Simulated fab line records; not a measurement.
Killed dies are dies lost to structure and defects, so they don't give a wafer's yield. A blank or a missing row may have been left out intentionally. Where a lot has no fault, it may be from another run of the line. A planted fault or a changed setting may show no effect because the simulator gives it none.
fab line records	flow nand_harc
[record] lots = 12	wafers = 34	last_day = 32
route steps=1302 shown P_M1@298 P_M2@325 END@1302
lots that met no fault: taken from a fault-free run of the same line
start_h: hours from the record's first day to the start of the lot's first wafer shown	wait_h: hours from the lot's prior step to this one	" as in the row above	L1.1+2: a row that stands for several wafers	- value missing, or start not given	* or withheld: withheld	< > ~ a bound
route shown NAME@n: NAME is a module with steps in the file, n the number in the route of the first one	usual: the fault-free wafers' mean and standard deviation	same: alike in all rows	chamber/n: place in a boat	sites: readings site by site	_std_site: how widely they spread, as a standard deviation	_edge_site: mean of outer sites minus mean of inner sites	radius_mm: how far each site lies from the wafer's centre	mask NAME#n: copy n	behind: the most recent tool/chamber to have shaped the wafer	hold: reason for holding the lot/hours on hold/outcome of the hold	device: whichever transistor did not switch (one of n, p or np)	end of line: the route-end tests of the same wafers	where a step has no rows: the recipe by itself	killed: at the first sort, the dies lost to defects and structure; wafer yield is something else	map: shows each die of a wafer: x if killed, . if not, _ if none is there
set.NAME: the setting the step ran with; set.NAME@STEP: the setting that earlier step ran with	model.NAME: the simulator's own value behind a step, which no gauge read
route steps across a sampled set of lots; one table per step, one row per wafer
services: a tool's chamber out of use, with start hour (start_h, from the record's first day; less than 0 if before it), hours out, and reason
[[steps]]
[step NHARC_P_M1_DESCUM_14]
[recipe] time_s = 3	o2_flow_sccm = 200	ar_flow_sccm = 0	bias_power_w = 0	chemistry = O2
[usual] drypump_motor_current_A = 6.0/0.4	oes_product_au = 1.002/0.013	rf_vpp_V = 57.9/0.89	showerhead_plenum_p_Torr = 1.92/0.076	throttle_valve_pct = 11.311/0.0092
lot.wafer	tool	chamber	start_h	wait_h	drypump_motor_current_A	oes_product_au	rf_hours_counter_h	rf_vpp_V	showerhead_plenum_p_Torr	throttle_valve_pct
L416.2	rie_diel-06	3	126.07	0.1	6.2	0.989	60	57.8	1.88	11.314
L416.1	"	1	"	"	5.5	1.001	53	56.8	1.84	11.319
L416.6	"	3	"	"	6.2	0.995	-	58.2	1.88	11.311
L418.4	rie_diel-11	2	143.30	0.1	5.9	1.003	4	58.5	1.95	11.315
L418.1	"	3	"	"	6.2	1.007	4	57.8	2.01	11.314
L418.5	"	1	"	"	6.5	1.000	-	58.9	2.02	11.305
L419.2	rie_diel-11	1	153.85	0.1	6.5	0.996	4	58.1	2.02	11.299
L419.4	"	2	"	"	5.9	1.007	4	59.5	1.95	11.331
L419.5	"	1	"	"	6.5	1.001	-	58.8	2.02	11.295
L420.1	rie_diel-11	2	168.88	0.1	5.9	0.991	5	58.0	1.95	11.307
L420.2	"	1	"	"	6.5	0.994	5	58.3	2.02	11.312
L420.6	"	3	"	"	6.2	1.006	-	58.5	2.01	11.303
L421.4	rie_diel-11	1	174.08	0.1	6.5	0.994	5	57.6	2.02	11.310
L421.2	"	2	"	"	5.9	0.985	6	58.2	1.95	11.314
L421.5	"	3	"	"	6.2	1.002	-	58.7	2.01	11.319
L422.1	rie_diel-07	0	185.43	0.1	6.6	1.012	5	58.8	1.82	11.318
L422.2	"	3	"	"	6.2	1.023	4	56.6	1.94	11.299
L422.6	"	1	"	"	5.3	1.013	-	58.1	1.85	11.312
L423.4	rie_diel-06	2	193.25	0.1	6.4	0.994	18	56.4	1.77	11.294
L423.1	"	3	"	"	6.2	0.986	13	57.8	1.88	11.309
L423.5	"	1	"	"	5.6	1.013	-	56.9	1.83	11.302
L426.5	rie_diel-11	0	229.79	0.1	5.8	0.991	-	56.3	1.88	11.299
L432.4	rie_diel-11	1	287.14	0.1	6.5	1.020	1	56.7	2.02	11.318
L432.2	"	0	"	"	5.8	1.001	1	58.8	1.88	11.312
L432.5	"	2	"	"	6.0	0.985	-	57.5	1.95	11.314
L433.3	rie_diel-11	0	292.28	0.1	5.8	1.002	1	58.2	1.88	11.317
L433.2	"	1	"	"	6.5	1.023	1	58.2	2.02	11.307
L433.4	"	2	"	"	5.9	0.996	1	58.7	1.95	11.308
L437.2	rie_diel-07	1	335.16	0.1	5.3	0.988	2	59.1	1.84	11.319
L437.1	"	3	"	"	6.2	1.009	2	58.1	1.93	11.309
L437.6	"	1	"	"	5.3	0.976	-	58.2	1.84	11.322
L438.1	rie_diel-07	1	344.94	0.1	5.3	0.996	4	56.8	1.84	11.302
L438.4	"	3	"	"	6.2	1.009	3	57.3	1.93	11.304
L438.6	"	0	"	"	6.6	1.005	-	58.8	1.82	11.316
[step NHARC_P_M1_ETCH_28]
[recipe] target_depth_a = 300	over_etch_frac = 0.3	time_s = 72.99	ion_energy_ev = 150	cf4_flow_sccm = 50	n2_flow_sccm = 100	ar_flow_sccm = 150	rf_w = 300	bias_w = 100	chemistry = CF4/N2
[usual] cf4_flow_sccm = 50.00/0.17	drypump_motor_current_A = 5.9/0.49	n2_flow_sccm = 100.00/0.29	oes_product_au = 1.005/0.015	rf_vpp_V = 313.8/1.8	showerhead_plenum_p_Torr = 2.61/0.099	throttle_valve_pct = 19.795/0.0094
lot.wafer	tool	chamber	start_h	wait_h	cf4_flow_sccm	drypump_motor_current_A	n2_flow_sccm	oes_product_au	rf_hours_counter_h	rf_vpp_V	showerhead_plenum_p_Torr	throttle_valve_pct
L416.1	rie_diel-07	1	-	-	50.11	5.3	99.95	1.012	0	313.4	2.54	19.808
L416.2	"	3	"	"	49.98	6.2	100.46	1.034	0	315.3	2.66	19.790
L416.6	"	1	"	"	50.12	5.3	100.13	1.011	-	313.2	2.54	19.794
L418.1	rie_diel-06	2	-	-	50.07	6.4	100.25	0.992	1	310.4	2.45	19.799
L418.4	"	1	"	"	50.08	5.5	100.65	1.004	1	311.6	2.53	19.784
L418.5	"	2	"	"	49.86	6.4	99.77	1.019	-	312.3	2.45	19.787
L419.2	rie_diel-07	2	-	-	49.88	5.2	100.04	0.986	4	313.6	2.52	19.805
L419.4	"	3	"	"	49.95	6.2	100.20	1.021	2	314.1	2.66	19.787
L419.5	"	1	"	"	50.45	5.3	99.93	1.012	-	313.3	2.54	19.820
L420.1	rie_diel-11	1	-	-	50.06	6.5	100.42	0.993	5	316.7	2.76	19.805
L420.2	"	3	"	"	50.09	6.2	99.86	1.016	5	317.8	2.76	19.786
L420.6	"	2	"	"	50.11	5.9	99.73	0.992	-	314.8	2.67	19.773
L421.2	rie_diel-07	2	-	-	50.05	5.2	100.45	0.980	5	312.8	2.52	19.798
L421.4	"	3	"	"	49.93	6.2	99.55	1.027	3	315.8	2.66	19.793
L421.5	"	1	"	"	49.79	5.3	100.35	1.015	-	312.9	2.54	19.787
L422.2	rie_diel-11	0	-	-	49.83	5.8	100.18	0.982	6	313.0	2.58	19.781
L422.1	"	3	"	"	50.21	6.2	100.04	1.009	6	317.9	2.76	19.808
L422.6	"	0	"	"	49.77	5.8	99.75	0.986	-	312.4	2.58	19.800
L423.4	rie_diel-07	0	-	-	50.19	6.6	99.88	1.000	6	311.1	2.51	19.790
L423.1	"	3	"	"	50.53	6.2	100.22	1.022	4	314.1	2.66	19.796
L423.5	"	0	"	"	49.98	6.6	100.53	1.009	-	312.7	2.51	19.775
L426.5	rie_diel-11	1	-	-	49.95	6.5	99.96	1.007	-	317.3	2.76	19.806
L432.2	rie_diel-07	2	-	-	50.08	5.2	100.25	0.984	14	312.0	2.52	19.801
L432.4	"	0	"	"	50.19	6.6	99.78	1.014	13	311.2	2.50	19.802
L432.5	"	2	"	"	49.98	5.2	99.96	0.991	-	312.9	2.52	19.795
L433.4	rie_diel-07	2	-	-	50.19	5.2	100.64	0.992	15	313.7	2.52	19.795
L433.2	"	0	"	"	50.14	6.6	99.85	1.017	14	312.5	2.50	19.785
L433.3	"	1	"	"	50.14	5.3	99.88	1.015	14	312.3	2.54	19.793
L437.2	rie_diel-11	3	-	-	50.01	6.2	99.59	1.016	5	317.0	2.75	19.787
L437.1	"	0	"	"	50.22	5.8	100.21	1.008	5	313.3	2.57	19.792
L437.6	"	0	"	"	50.22	5.8	100.41	1.002	-	313.5	2.58	19.797
L438.1	rie_diel-06	3	-	-	50.06	6.2	99.75	0.999	11	313.7	2.56	19.805
L438.4	"	0	"	"	50.28	6.1	99.95	1.024	8	313.8	2.57	19.811
L438.6	"	2	"	"	49.85	6.3	99.65	0.998	-	316.7	2.83	19.790
[step NHARC_P_M2_EXPOSE_06]
[recipe] na = 1.35	target_cd_nm = 170	dose_mj = 80.78	mask_id = P_M2
[usual] reticle_temp_C = 22.98/0.11
lot.wafer	tool	chamber	start_h	wait_h	mask	reticle_temp_C
L416.1	arfi_scanner-01	0	130.02	-	P_M2#0	23.11
L416.2	"	0	"	"	P_M2#0	22.74
L416.6	"	0	"	"	P_M2#0	22.96
L418.1	arfi_scanner-01	0	147.10	-	P_M2#0	22.76
L418.4	"	0	"	"	P_M2#0	23.02
L418.5	"	0	"	"	P_M2#0	22.80
L419.2	arfi_scanner-02	0	157.81	-	P_M2#0	22.93
L419.4	"	0	"	"	P_M2#0	22.89
L419.5	"	0	"	"	P_M2#0	22.80
L420.1	arfi_scanner-02	0	172.63	-	P_M2#0	23.11
L420.2	"	0	"	"	P_M2#0	23.01
L420.6	"	0	"	"	P_M2#0	22.90
L421.2	arfi_scanner-01	0	177.89	-	P_M2#0	22.91
L421.4	"	0	"	"	P_M2#0	22.88
L421.5	"	0	"	"	P_M2#0	22.82
L422.1	arfi_scanner-02	0	189.28	-	P_M2#0	22.86
L422.2	"	0	"	"	P_M2#0	22.97
L422.6	"	0	"	"	P_M2#0	22.88
L423.1	arfi_scanner-01	0	197.21	-	P_M2#0	23.20
L423.4	"	0	"	"	P_M2#0	22.94
L423.5	"	0	"	"	P_M2#0	23.03
L426.5	arfi_scanner-01	0	233.60	-	P_M2#0	23.06
L432.2	arfi_scanner-03	0	290.95	-	P_M2#0	23.08
L432.4	"	0	"	"	P_M2#0	23.11
L432.5	"	0	"	"	P_M2#0	23.15
L433.2	arfi_scanner-03	0	295.99	-	P_M2#0	22.96
L433.3	"	0	"	"	P_M2#0	23.02
L433.4	"	0	"	"	P_M2#0	22.99
L437.1	arfi_scanner-03	0	339.14	-	P_M2#0	22.98
L437.2	"	0	"	"	P_M2#0	22.87
L437.6	"	0	"	"	P_M2#0	23.12
L438.1	arfi_scanner-03	0	348.63	-	P_M2#0	23.01
L438.4	"	0	"	"	P_M2#0	23.02
L438.6	"	0	"	"	P_M2#0	23.10
[step NHARC_P_M2_CD_MEAS_09]
[recipe] target_cd_nm = 170	landing_energy_ev = 500
[usual] cd_nm = 170.0/1
lot.wafer	tool	chamber	start_h	wait_h	cd_nm
L416.1	cd_sem-03	0	130.16	-	169.3
L416.2	"	0	"	"	170.4
L416.6	"	0	"	"	169.4
L418.1	cd_sem-03	0	147.24	-	171.0
L418.4	"	0	"	"	171.2
L418.5	"	0	"	"	172.3
L419.2	cd_sem-02	0	157.95	-	169.4
L419.4	"	0	"	"	169.7
L419.5	"	0	"	"	169.4
L420.1	cd_sem-02	0	172.78	-	171.1
L420.2	"	0	"	"	171.1
L420.6	"	0	"	"	171.6
L421.2	cd_sem-02	0	178.02	-	171.6
L421.4	"	0	"	"	170.1
L421.5	"	0	"	"	170.9
L422.1	cd_sem-03	0	189.42	-	169.3
L422.2	"	0	"	"	170.2
L422.6	"	0	"	"	169.2
L423.1	cd_sem-02	0	197.35	-	169.1
L423.4	"	0	"	"	169.7
L423.5	"	0	"	"	170.2
L426.5	cd_sem-01	0	233.73	-	190.2
L432.2	cd_sem-03	0	291.09	-	168.4
L432.4	"	0	"	"	168.0
L432.5	"	0	"	"	168.6
L433.2	cd_sem-02	0	296.14	-	169.8
L433.3	"	0	"	"	169.3
L433.4	"	0	"	"	169.7
L437.1	cd_sem-01	0	339.29	-	169.6
L437.2	"	0	"	"	168.3
L437.6	"	0	"	"	169.3
L438.1	cd_sem-01	0	348.77	-	170.4
L438.4	"	0	"	"	170.0
L438.6	"	0	"	"	170.7
[step NHARC_P_M2_INSPECT_11]
[usual] raw_defect_count = 5/3.1
lot.wafer	tool	chamber	start_h	wait_h	raw_defect_count
L416.1	defect_inspect-02	-	130.29	0.0	8
L416.2	"	-	"	"	7
L416.6	"	-	"	"	12
L418.1	defect_inspect-02	-	147.37	0.0	1
L418.4	"	-	"	"	4
L418.5	"	-	"	"	2
L419.2	defect_inspect-01	-	158.08	0.0	4
L419.4	"	-	"	"	4
L419.5	"	-	"	"	3
L420.1	defect_inspect-02	-	172.90	0.0	3
L420.2	"	-	"	"	4
L420.6	"	-	"	"	3
L421.2	defect_inspect-01	-	178.15	0.0	7
L421.4	"	-	"	"	11
L421.5	"	-	"	"	2
L422.1	defect_inspect-02	-	189.55	0.0	4
L422.2	"	-	"	"	6
L422.6	"	-	"	"	4
L423.1	defect_inspect-01	-	197.47	0.0	3
L423.4	"	-	"	"	5
L423.5	"	-	"	"	5
L426.5	defect_inspect-01	-	233.84	0.0	1
L432.2	defect_inspect-01	-	291.21	0.0	10
L432.4	"	-	"	"	9
L432.5	"	-	"	"	5
L433.2	defect_inspect-01	-	296.26	0.0	1
L433.3	"	-	"	"	3
L433.4	"	-	"	"	2
L437.1	defect_inspect-01	-	339.41	0.0	2
L437.2	"	-	"	"	6
L437.6	"	-	"	"	5
L438.1	defect_inspect-01	-	348.90	0.0	15
L438.4	"	-	"	"	6
L438.6	"	-	"	"	5
[step NHARC_END_SORT_01]
[recipe] temp_c = 25
[usual] defect_limited_yield = 91.0/2.8	killed_at_array = 56/19	killed_at_other = 0.6/1	killed_at_periphery = 3.9/2.7	killed_dies = 61/19	killed_open = 3.3/1.9	killed_short = 2.4/1.7
[same] gross_dies = 677
lot.wafer	tool	chamber	start_h	wait_h	defect_limited_yield[%]	killed_at_array	killed_at_other	killed_at_periphery	killed_dies	killed_open	killed_short
L420.1	prober-01	0	593.76	2.5	91.9	52	0	3	55	1	4
L420.2	prober-01	0	594.58	2.8	94.2	39	0	0	39	0	1
L420.6	prober-01	0	597.83	4.1	92.5	49	1	1	51	3	5
L421.2	prober-02	0	615.41	2.8	88.3	72	0	7	79	2	3
L421.4	prober-02	0	617.05	3.4	90.5	56	1	7	64	9	1
L421.5	prober-02	0	617.87	3.8	89.5	63	2	6	71	9	5
L422.1	prober-02	0	645.79	2.5	92.3	51	0	1	52	2	4
L422.2	prober-02	0	646.59	2.8	90.5	62	0	2	64	4	3
L422.6	prober-02	0	649.81	4.0	90.5	64	0	0	64	2	4
L433.2	prober-01	0	718.02	4.7	94.7	32	2	2	36	3	3
L433.3	prober-01	0	718.82	5.0	94.4	29	5	4	38	7	1
L433.4	prober-01	0	719.62	5.3	95.6	23	2	5	30	7	5
// killed by level:class
L420.1 A_CHANNEL_HOLE_D2:chamber_film_flake=42 A_CONTACT:chamber_film_flake=3 P_GATE:geometric_particle:short=1 P_GATE:geometric_particle:open=1 A_ONON_D1:geometric_particle:short=1 A_STAIRCASE:geometric_particle:short=1 A_CONTACT:geometric_particle:short=1 P_GATE:chamber_film_flake=1
L420.2 A_CHANNEL_HOLE_D2:chamber_film_flake=32 A_STAIRCASE:chamber_film_flake=2 A_CONTACT:chamber_film_flake=2 A_ONON_D2:geometric_particle:short=1 A_CHANNEL_HOLE_D1:chamber_film_flake=1 A_DECK1_JOINT:chamber_film_flake=1
L420.6 A_CHANNEL_HOLE_D2:chamber_film_flake=38 A_CONTACT:chamber_film_flake=3 A_CHANNEL_FILL_D2:geometric_particle:open=2 A_SOURCE_PLATE:geometric_particle:short=1 A_CHANNEL_FILL_D1:geometric_particle:short=1 A_CHANNEL_HOLE_D2:geometric_particle:short=1 A_WL_FILL:geometric_particle:short=1 A_BLC:geometric_particle:open=1
L421.2 A_SLIT:chamber_film_flake=35 A_CHANNEL_HOLE_D2:chamber_film_flake=10 A_STAIRCASE:chamber_film_flake=10 A_CHANNEL_HOLE_D1:chamber_film_flake=4 P_STI:chamber_film_flake=3 A_CONTACT:chamber_film_flake=3 P_ZERO_WELL:chamber_film_flake=2 P_M2:chamber_film_flake=2
L421.4 A_SLIT:chamber_film_flake=27 A_CONTACT:chamber_film_flake=7 A_CHANNEL_HOLE_D2:chamber_film_flake=5 P_ZERO_WELL:chamber_film_flake=4 A_STAIRCASE:chamber_film_flake=4 P_CONTACT:geometric_particle:open=2 A_SGD_CUT:geometric_particle:open=2 A_CHANNEL_HOLE_D1:chamber_film_flake=2
L421.5 A_SLIT:chamber_film_flake=24 A_CHANNEL_HOLE_D2:chamber_film_flake=10 A_STAIRCASE:chamber_film_flake=7 A_CHANNEL_HOLE_D1:chamber_film_flake=5 A_WL_FILL:geometric_particle:short=4 A_M0:geometric_particle:open=4 A_WL_FILL:chamber_film_flake=3 A_CONTACT:chamber_film_flake=2
L422.1 A_SLIT:chamber_film_flake=24 A_CHANNEL_HOLE_D2:chamber_film_flake=13 A_STAIRCASE:chamber_film_flake=5 A_CHANNEL_HOLE_D1:chamber_film_flake=2 A_CONTACT:chamber_film_flake=2 P_STI:geometric_particle:short=1 A_ONON_D2:geometric_particle:short=1 A_CHANNEL_FILL_D2:geometric_particle:short=1
L422.2 A_SLIT:chamber_film_flake=39 A_CHANNEL_HOLE_D2:chamber_film_flake=9 A_ONON_D2:geometric_particle:open=3 A_CONTACT:chamber_film_flake=3 A_SOURCE_PLATE:geometric_particle:short=1 A_CHANNEL_HOLE_D1:geometric_particle:open=1 A_ONON_D2:geometric_particle:short=1 A_CHANNEL_FILL_D2:geometric_particle:short=1
L422.6 A_SLIT:chamber_film_flake=34 A_CHANNEL_HOLE_D2:chamber_film_flake=12 A_CHANNEL_HOLE_D1:chamber_film_flake=6 A_CONTACT:chamber_film_flake=5 A_M0:geometric_particle:open=2 A_SOURCE_PLATE:geometric_particle:short=1 A_ONON_D1:geometric_particle:short=1 A_CHANNEL_HOLE_D1:geometric_particle:short=1
L433.2 A_CHANNEL_HOLE_D1:chamber_film_flake=16 A_CONTACT:chamber_film_flake=5 A_CHANNEL_FILL_D1:chamber_film_flake=2 A_STAIRCASE:chamber_film_flake=2 A_SLIT:chamber_film_flake=2 THIN_TSV:chamber_film_flake=2 P_GATE:geometric_particle:short=1 A_CHANNEL_HOLE_D1:geometric_particle:short=1
L433.3 A_CHANNEL_HOLE_D1:chamber_film_flake=12 A_SLIT:chamber_film_flake=5 A_STAIRCASE:chamber_film_flake=4 THIN_TSV:chamber_film_flake=4 P_M0:geometric_particle:open=3 A_CONTACT:chamber_film_flake=3 A_DECK1_JOINT:geometric_particle:open=1 A_CHANNEL_HOLE_D2:geometric_particle:open=1
L433.4 A_CHANNEL_HOLE_D1:chamber_film_flake=12 A_CONTACT:chamber_film_flake=4 A_BLC:geometric_particle:open=2 P_STI:geometric_particle:short=1 P_GATE:geometric_particle:open=1 P_CONTACT:geometric_particle:short=1 P_M0:geometric_particle:short=1 P_M2:geometric_particle:short=1
[[services]]
tool	chamber	start_h	hours	kind
rie_diel-11	0	112.00	-	clean
arfi_scanner-03	-	115.25	0.2	repair
rie_diel-07	-	117.20	9.0	pm
rie_diel-11	3	117.32	7.0	repair
arfi_scanner-01	-	117.39	0.3	repair
arfi_scanner-01	-	125.07	1.4	repair
rie_diel-06	-	130.37	9.0	pm
rie_diel-07	3	130.44	8.6	repair
arfi_scanner-02	-	140.00	4.0	pm
rie_diel-06	3	181.43	9.7	repair
rie_diel-06	0	182.83	2.9	repair
arfi_scanner-03	-	196.00	4.0	pm
arfi_scanner-01	-	252.00	4.0	pm
rie_diel-06	1	252.93	42.4	repair
rie_diel-11	-	255.50	9.0	pm
arfi_scanner-03	-	256.28	26.9	repair
arfi_scanner-02	-	279.27	4.0	repair
rie_diel-06	3	287.12	1.3	repair
rie_diel-07	-	288.93	0.6	repair
rie_diel-07	-	294.20	9.0	pm
arfi_scanner-01	-	303.80	3.0	repair
rie_diel-06	-	307.37	9.0	pm
arfi_scanner-02	-	312.00	4.0	pm
rie_diel-11	-	344.51	5.2	repair
[[key]]
[first_sign] step = NHARC_P_M2_CD_MEAS_09	reading = cd_nm	direction = up	sigmas = 20	usual = 170.0	struck = 190.2
effect none on later readings
met_at NHARC_P_M2_EXPOSE_06
struck_lots L426
not_acting_at NHARC_P_M1_DESCUM_14,NHARC_P_M1_ETCH_28,NHARC_P_M2_INSPECT_11
onset_between 197.21 233.60
[fault] kind = process_parameter_drift	tool = arfi_scanner-01	chamber = -	onset_h = 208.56	steps = NHARC_P_M2_EXPOSE_06	channel = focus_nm	offset = 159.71	spread_by_wafer = 0.3	shape = step
